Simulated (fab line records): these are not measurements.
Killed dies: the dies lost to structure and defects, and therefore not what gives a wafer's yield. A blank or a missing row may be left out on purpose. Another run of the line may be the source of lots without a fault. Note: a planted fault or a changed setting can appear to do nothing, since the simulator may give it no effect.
One fault seen from 2 desks    flow n5_finfet    every desk sees just its own numbers, and what lay behind them comes last

## AT THE TOOL OWNER'S DESK: rie_diel-03
The tool's own readings at N5_BEOL_M7_ETCH_65 (etches SiARC in CF4, target depth 15.6 nm, time 26 s): means of the sampled wafers that have a number, for each lot that ran on this tool. Marked OUT: a lot whose mean sits more than 4 standard deviations from the usual mean, which makes it out of limits; the brackets give that distance.
Columns: A = drypump_motor_current_A at N5_BEOL_M7_ETCH_65, usual 5.9 A; B = etch_rf_on_time_s at N5_BEOL_M7_ETCH_65, usual 26.1 s; C = oes_product_au at N5_BEOL_M7_ETCH_65, usual 0.66 a.u.; D = rf_vpp_V at N5_BEOL_M7_ETCH_65, usual 184.5 V; E = showerhead_plenum_p_Torr at N5_BEOL_M7_ETCH_65, usual 2.18 Torr; F = throttle_valve_pct at N5_BEOL_M7_ETCH_65, usual 15.60 %
lot   first seen here  A    B                C     D      E     F
L459  day 10 03:19     5.6  26.1             0.66  184.6  2.18  15.67
L464  day 10 14:15     5.8  26.2             0.66  183.4  2.16  15.63
L468  day 12 04:37     5.3  26.2             0.68  184.6  2.15  15.59
L470  day 12 10:41     4.9  23.0 (-5.6) OUT  0.78  183.1  2.11  15.46
L472  day 13 01:23     5.9  24.0             0.69  183.7  2.16  15.68
This desk finds L470 out of limits, L470 being first, at day 12 10:41 (etch_rf_on_time_s at N5_BEOL_M7_ETCH_65). L459, L464, L468, L472 stayed within limits.

## FROM THE METROLOGY DESK
What the gauges read for every lot (on any tool): the sampled wafers with a number, averaged. Marked OUT: a lot whose mean sits more than 4 standard deviations from the usual mean, which makes it out of limits; the brackets give that distance.
Columns: A = cd_nm at N5_BEOL_M7_CD_MEAS_28, usual 39.99 nm
lot   first seen here  A
L460  day 10 02:25     39.74
L459  day 10 02:56     40.01
L461  day 10 08:10     40.07
L463  day 10 09:27     39.99
L464  day 10 14:04     40.06
L467  day 12 02:04     40.02
L468  day 12 04:27     39.84
L470  day 12 10:31     40.28
L472  day 13 01:13     40.06
L477  day 14 08:26     40.03
L478  day 14 11:16     40.00
This desk found nothing out of limits on any of the 11 lots.

## ALL TOGETHER
The tool owner's desk could have raised an alarm at day 12 10:41, on L470.
Nothing out of limits was seen by the metrology desk.
The metrology desk has L470 on record, within its limits.
On rie_diel-03, each named lot ran N5_BEOL_M7_ETCH_65.

## WHAT HAD BEEN PUT IN BY THE SIMULATOR
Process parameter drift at N5_BEOL_M7_ETCH_65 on rie_diel-03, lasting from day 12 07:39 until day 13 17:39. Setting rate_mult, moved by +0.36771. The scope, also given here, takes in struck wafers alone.
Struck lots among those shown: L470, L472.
How many hours passed from the start of the fault until each desk's first out-of-limits reading: the tool owner's desk, 3.
